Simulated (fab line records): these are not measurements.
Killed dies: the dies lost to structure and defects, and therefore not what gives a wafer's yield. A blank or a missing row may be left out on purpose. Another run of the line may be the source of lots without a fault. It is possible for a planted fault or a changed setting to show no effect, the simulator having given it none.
Which tool is to blame? | flow nand harc | 24 lots, 72 wafers sampled, at 6 steps of a route of 1159

WHAT THE GAUGES SHOWED, per wafer
NHARC_P_M0_THK_MEAS_24: measures by xrf.
lot  | measured     | on            | thk nm (nm)
L074 | day 5 20:35  | film metro-01 | 118.7 119.2 118.1
L075 | day 5 21:31  | film metro-01 | 117.9 117.5 117.6
L077 | day 6 13:49  | film metro-01 | 116.3 116.4 117.2
L076 | day 6 14:13  | film metro-02 | 118.8 118.0 116.5
L078 | day 6 16:12  | film metro-02 | 116.5 118.1 120.1
L080 | day 7 03:34  | film metro-01 | 115.7 118.2 116.6
L079 | day 7 03:22  | film metro-01 | 115.8 116.4 116.8
L081 | day 7 17:55  | film metro-01 | 119.0 120.5 118.8
L082 | day 8 03:00  | film metro-02 | 116.1 117.3 118.5
L083 | day 8 07:53  | film metro-02 | 117.7 118.2 116.3
L084 | day 8 14:46  | film metro-01 | 119.2 120.1 119.4
L085 | day 8 16:28  | film metro-02 | 118.7 117.0 117.6
L086 | day 9 10:52  | film metro-01 | 117.6 116.4 118.9
L087 | day 9 11:23  | film metro-02 | 118.2 116.4 119.0
L089 | day 9 12:31  | film metro-01 | 117.7 120.7 117.8
L088 | day 9 18:14  | film metro-02 | 117.1 118.6 118.5
L090 | day 10 02:46 | film metro-01 | 117.0 115.1 116.7
L091 | day 10 03:28 | film metro-01 | 118.4 118.9 118.4
L092 | day 10 14:49 | film metro-02 | 116.4 114.7 115.0
L094 | day 11 00:38 | film metro-02 | 117.7 116.1 114.9
L093 | day 11 00:23 | film metro-02 | 117.3 115.0 116.8
L095 | day 11 04:02 | film metro-02 | 116.8 118.3 115.4
L096 | day 11 04:56 | film metro-02 | 116.8 118.5 115.1
L097 | day 11 15:01 | film metro-02 | 117.5 119.0 115.8

NHARC_P_BONDPAD_CD_MEAS_09: the cd target is 500 nm.
lot  | measured     | on        | cd nm (nm)
L074 | day 6 07:46  | cd sem-01 | 505.9 503.1 502.9
L075 | day 6 09:04  | cd sem-03 | 495.5 498.3 500.5
L077 | day 7 00:21  | cd sem-02 | 499.0 499.2 496.6
L076 | day 7 01:11  | cd sem-02 | 499.6 502.9 499.7
L078 | day 7 02:32  | cd sem-01 | 495.0 498.0 496.3
L080 | day 7 13:55  | cd sem-01 | 500.5 499.6 500.8
L079 | day 7 14:10  | cd sem-01 | 495.3 501.1 499.8
L081 | day 8 04:08  | cd sem-01 | 498.9 497.2 497.5
L082 | day 8 13:18  | cd sem-01 | 500.2 504.3 501.1
L083 | day 8 18:41  | cd sem-03 | 495.3 495.3 496.4
L084 | day 9 00:55  | cd sem-01 | 501.3 500.8 499.2
L085 | day 9 02:32  | cd sem-01 | 494.1 497.2 500.2
L086 | day 9 21:02  | cd sem-02 | 499.8 502.0 501.2
L087 | day 9 21:41  | cd sem-01 | 496.4 496.8 497.5
L089 | day 9 23:13  | cd sem-02 | 497.6 502.0 499.2
L088 | day 10 04:13 | cd sem-02 | 502.4 503.7 504.3
L090 | day 10 13:06 | cd sem-01 | 498.8 498.8 500.3
L091 | day 10 14:17 | cd sem-02 | 502.6 499.7 501.6
L092 | day 11 01:00 | cd sem-03 | 500.3 497.8 504.1
L094 | day 11 10:58 | cd sem-02 | 498.8 501.3 501.3
L093 | day 11 10:41 | cd sem-02 | 497.1 497.3 499.1
L095 | day 11 16:35 | cd sem-03 | 501.4 497.3 501.8
L096 | day 11 17:09 | cd sem-03 | 497.8 500.5 499.0
L097 | day 12 01:31 | cd sem-01 | 498.4 496.3 497.2

NHARC_P_BONDPAD_OVL_MEAS_38.
lot  | measured     | on         | overlay x nm (nm) | overlay y nm (nm)
L074 | day 6 07:51  | overlay-01 | -3 -3 -2          | 2 2 2
L075 | day 6 09:10  | overlay-01 | -10 -10 -9        | 10 10 9
L077 | day 7 00:26  | overlay-02 | 5 4 4             | 1 1 0
L076 | day 7 01:16  | overlay-01 | -14 -14 -14       | 4 4 4
L078 | day 7 02:38  | overlay-01 | 6 6 7             | 2 2 3
L080 | day 7 14:00  | overlay-02 | -5 -5 -5          | -9 -9 -9
L079 | day 7 14:15  | overlay-02 | -6 -6 -6          | -14 -14 -13
L081 | day 8 04:14  | overlay-02 | -2 -2 -1          | 3 4 4
L082 | day 8 13:23  | overlay-01 | 6 7 6             | 6 6 6
L083 | day 8 18:47  | overlay-01 | 9 9 9             | -4 -4 -4
L084 | day 9 01:01  | overlay-01 | 3 4 5             | -2 -2 -2
L085 | day 9 02:37  | overlay-01 | 3 4 4             | -11 -11 -10
L086 | day 9 21:08  | overlay-01 | 0 0 0             | -5 -6 -5
L087 | day 9 21:46  | overlay-02 | -11 -11 -11       | 0 0 -1
L089 | day 9 23:17  | overlay-02 | -6 -6 -5          | -4 -4 -4
L088 | day 10 04:18 | overlay-02 | 5 5 5             | 5 5 4
L090 | day 10 13:11 | overlay-02 | 5 4 4             | 6 5 5
L091 | day 10 14:22 | overlay-02 | -4 -4 -4          | 7 7 7
L092 | day 11 01:05 | overlay-01 | 5 5 5             | 5 5 5
L094 | day 11 11:03 | overlay-02 | 8 8 8             | 4 4 4
L093 | day 11 10:47 | overlay-01 | -5 -5 -5          | -4 -4 -4
L095 | day 11 16:40 | overlay-02 | -7 -7 -8          | -3 -3 -3
L096 | day 11 17:14 | overlay-01 | 13 13 14          | -7 -7 -8
L097 | day 12 01:35 | overlay-02 | 15 15 14          | 11 11 11

TOOL THAT RAN EACH LOT (tool first, then ch and the chambers of the sampled wafers, then the start)
lot  | NHARC_P_CONTACT_CVD_23                   | NHARC_P_M0_PVD_20                       | NHARC_P_M2_CMP_23
L074 | cvd w-01 ch 0,1, day 5 20:35 or earlier  | pvd sputter-01, day 5 20:35 or earlier  | cmp-02 ch 0,3, day 6 05:29
L075 | cvd w-02 ch 0,1, day 5 21:31 or earlier  | pvd sputter-01, day 5 21:31 or earlier  | cmp-02 ch 1,2,3, day 6 06:44
L077 | cvd w-02 ch 0,1, day 6 13:49 or earlier  | pvd sputter-02, day 6 13:49 or earlier  | cmp-04 ch 1,2,3, day 6 22:13
L076 | cvd w-01 ch 0,1, day 6 14:13 or earlier  | pvd sputter-01, day 6 14:13 or earlier  | cmp-01 ch 0,1,3, day 6 22:54
L078 | cvd w-01 ch 0,1, day 6 16:12 or earlier  | pvd sputter-03, day 6 16:12 or earlier  | cmp-04 ch 0,1,2, day 7 00:16
L080 | cvd w-01 ch 0,1, day 7 03:34 or earlier  | pvd sputter-02, day 7 03:34 or earlier  | cmp-01 ch 0,1, day 7 11:42
L079 | cvd w-02 ch 0,1, day 7 03:22 or earlier  | pvd sputter-01, day 7 03:22 or earlier  | cmp-02 ch 1,3, day 7 11:46
L081 | cvd w-01 ch 0,1, day 7 17:55 or earlier  | pvd sputter-01, day 7 17:55 or earlier  | cmp-01 ch 0,2,3, day 8 01:53
L082 | cvd w-02 ch 0, day 8 03:00 or earlier    | pvd sputter-03, day 8 03:00 or earlier  | cmp-01 ch 0,1, day 8 11:04
L083 | cvd w-02 ch 0,1, day 8 07:53 or earlier  | pvd sputter-03, day 8 07:53 or earlier  | cmp-02 ch 1,2,3, day 8 16:26
L084 | cvd w-01 ch 0, day 8 14:46 or earlier    | pvd sputter-02, day 8 14:46 or earlier  | cmp-02 ch 0,2,3, day 8 22:43
L085 | cvd w-02 ch 0,1, day 8 16:28 or earlier  | pvd sputter-02, day 8 16:28 or earlier  | cmp-02 ch 0,1, day 9 00:23
L086 | cvd w-01 ch 0,1, day 9 10:52 or earlier  | pvd sputter-03, day 9 10:52 or earlier  | cmp-04 ch 0,1,3, day 9 18:47
L087 | cvd w-01 ch 0,1, day 9 11:23 or earlier  | pvd sputter-02, day 9 11:23 or earlier  | cmp-01 ch 0,1,3, day 9 19:28
L089 | cvd w-01 ch 0,1, day 9 12:31 or earlier  | pvd sputter-02, day 9 12:31 or earlier  | cmp-02 ch 1,2,3, day 9 21:01
L088 | cvd w-01 ch 0,1, day 9 18:14 or earlier  | pvd sputter-01, day 9 18:14 or earlier  | cmp-01 ch 0,1,3, day 10 02:06
L090 | cvd w-01 ch 0,1, day 10 02:46 or earlier | pvd sputter-03, day 10 02:46 or earlier | cmp-04 ch 0,1, day 10 11:00
L091 | cvd w-02 ch 0,1, day 10 03:28 or earlier | pvd sputter-03, day 10 03:28 or earlier | cmp-01 ch 0,1,3, day 10 12:01
L092 | cvd w-01 ch 0,1, day 10 14:49 or earlier | pvd sputter-03, day 10 14:49 or earlier | cmp-02 ch 1,2, day 10 22:53
L094 | cvd w-02 ch 0,1, day 11 00:38 or earlier | pvd sputter-03, day 11 00:38 or earlier | cmp-04 ch 0,1,2, day 11 08:41
L093 | cvd w-01 ch 0,1, day 11 00:23 or earlier | pvd sputter-02, day 11 00:23 or earlier | cmp-02 ch 0,1, day 11 08:23
L095 | cvd w-02 ch 0,1, day 11 04:02 or earlier | pvd sputter-01, day 11 04:02 or earlier | cmp-02 ch 0,2,3, day 11 12:23
L096 | cvd w-01 ch 0,1, day 11 04:56 or earlier | pvd sputter-02, day 11 04:56 or earlier | cmp-02 ch 1,2,3, day 11 14:58
L097 | cvd w-02 ch 0,1, day 11 15:01 or earlier | pvd sputter-01, day 11 15:01 or earlier | cmp-01 ch 0,1,2, day 11 23:18
- NHARC_P_CONTACT_CVD_23: deposits W, target thk 200 nm, time 557 s.
- NHARC_P_M0_PVD_20: deposits TaN, target thk 5 nm, time 8.06 s.
- NHARC_P_M2_CMP_23: polishes, t overpolish 20 s, target thk 144.3 nm.

AS READ BY THE TOOLS THEMSELVES (means over the sampled wafers that have a number; for cases with no such wafer, the mark the record gives instead)
NHARC_P_CONTACT_CVD_23.
lot  | tool     | heater power w (W) | mfc wf6 sccm (sccm) | throttle valve pct (%)
L074 | cvd w-01 | 488                | 39.84               | 8.42
L075 | cvd w-02 | 534                | 39.94               | 7.86
L077 | cvd w-02 | 506                | 40.10               | 7.94
L076 | cvd w-01 | 468                | 40.08               | 8.10
L078 | cvd w-01 | 470                | 39.88               | 8.14
L080 | cvd w-01 | 469                | 40.12               | 8.00
L079 | cvd w-02 | 531                | 40.06               | 7.82
L081 | cvd w-01 | 482                | 39.98               | 8.07
L082 | cvd w-02 | 485                | 40.04               | 7.71
L083 | cvd w-02 | 533                | 40.04               | 8.02
L084 | cvd w-01 | 486                | 39.90               | 8.19
L085 | cvd w-02 | 510                | 39.93               | 7.80
L086 | cvd w-01 | 474                | 40.00               | 8.21
L087 | cvd w-01 | 474                | 40.00               | 8.13
L089 | cvd w-01 | 476                | 40.02               | 8.07
L088 | cvd w-01 | 478                | 40.02               | 8.25
L090 | cvd w-01 | 467                | 39.83               | 8.08
L091 | cvd w-02 | 515                | 40.01               | 7.56
L092 | cvd w-01 | 475                | 39.95               | 8.28
L094 | cvd w-02 | 509                | 39.78               | 7.66
L093 | cvd w-01 | 477                | 39.94               | 8.25
L095 | cvd w-02 | 505                | 39.84               | 7.74
L096 | cvd w-01 | 481                | 39.88               | 8.29
L097 | cvd w-02 | 522                | 40.15               | 7.84

NHARC_P_M0_PVD_20.
lot  | tool           | chamber pressure pa (Pa) | throttle valve pct (%)
L074 | pvd sputter-01 | 0.12021                  | 28.9
L075 | pvd sputter-01 | 0.12008                  | 28.8
L077 | pvd sputter-02 | 0.11987                  | 30.2
L076 | pvd sputter-01 | 0.12034                  | 30.5
L078 | pvd sputter-03 | 0.11995                  | 30.7
L080 | pvd sputter-02 | 0.11999                  | 30.3
L079 | pvd sputter-01 | 0.12006                  | 29.9
L081 | pvd sputter-01 | 0.11998                  | 29.8
L082 | pvd sputter-03 | 0.12027                  | 30.1
L083 | pvd sputter-03 | 0.12017                  | 30.4
L084 | pvd sputter-02 | 0.12018                  | 30.4
L085 | pvd sputter-02 | 0.11993                  | 30.4
L086 | pvd sputter-03 | 0.11994                  | 30.3
L087 | pvd sputter-02 | 0.11999                  | 29.9
L089 | pvd sputter-02 | 0.12000                  | 30.3
L088 | pvd sputter-01 | 0.11966                  | 29.7
L090 | pvd sputter-03 | 0.11993                  | 30.3
L091 | pvd sputter-03 | 0.12000                  | 30.9
L092 | pvd sputter-03 | 0.11971                  | 31.0
L094 | pvd sputter-03 | 0.11985                  | 30.5
L093 | pvd sputter-02 | 0.11997                  | 30.1
L095 | pvd sputter-01 | 0.12010                  | 29.8
L096 | pvd sputter-02 | 0.12005                  | 29.2
L097 | pvd sputter-01 | 0.12009                  | 29.3

NHARC_P_M2_CMP_23.
lot  | tool   | motor current A (A) | slurry flow ml min | time to endpoint s (s)
L074 | cmp-02 | 10.9                | 150.2              | 29.8
L075 | cmp-02 | 13.0                | 150.0              | 30.5
L077 | cmp-04 | 12.5                | 150.4              | 29.9
L076 | cmp-01 | 11.2                | 150.5              | 29.0
L078 | cmp-04 | 11.6                | 149.0              | 27.9
L080 | cmp-01 | 11.6                | 150.2              | 31.0
L079 | cmp-02 | 12.1                | 149.8              | 30.2
L081 | cmp-01 | 12.1                | 149.8              | 29.7
L082 | cmp-01 | 12.0                | 150.2              | 33.8
L083 | cmp-02 | 12.4                | 150.4              | 31.5
L084 | cmp-02 | 11.7                | 150.3              | 28.7
L085 | cmp-02 | 11.8                | 150.5              | 33.1
L086 | cmp-04 | 11.7                | 150.3              | 25.2
L087 | cmp-01 | 11.4                | 150.2              | 33.3
L089 | cmp-02 | 12.6                | 149.6              | 28.2
L088 | cmp-01 | 11.4                | 149.7              | 31.9
L090 | cmp-04 | 11.0                | 149.6              | 26.5
L091 | cmp-01 | 11.3                | 150.1              | 35.3
L092 | cmp-02 | 12.8                | 150.1              | 26.8
L094 | cmp-04 | 11.7                | 150.5              | 24.9
L093 | cmp-02 | 12.0                | 149.9              | 29.3
L095 | cmp-02 | 12.0                | 150.4              | 28.1
L096 | cmp-02 | 12.1                | 150.1              | 30.3
L097 | cmp-01 | 11.5                | 150.0              | 28.9

THE ANSWER, worked out from the rows above alone
Rule: usual is defined by the lots themselves. Put in order of their means at a reading, lots are off if they are a third of the lots or fewer, leave a main group of 4 or more, and stand apart from it by a gap of 3 or more times the standard deviation of the main group's means; of several such gaps the widest counts. Not used: any main group whose means are identical at the precision the tables above print for the reading. A lot without any number at a reading at which 4 lots or more have one is off too. Where the step has rows for the other lots, those lots are counted as sound. The gauges are gone through in route order, then the tools' own readings, and for those a lot's mean is taken as printed above. The first step at which some lot is off is used, and at that step the reading that is off furthest; a lot without a number counts as furthest.
Across all readings shown, no lot is off: no conclusion can be drawn from this.

WHAT THE SIMULATOR HAD INSERTED
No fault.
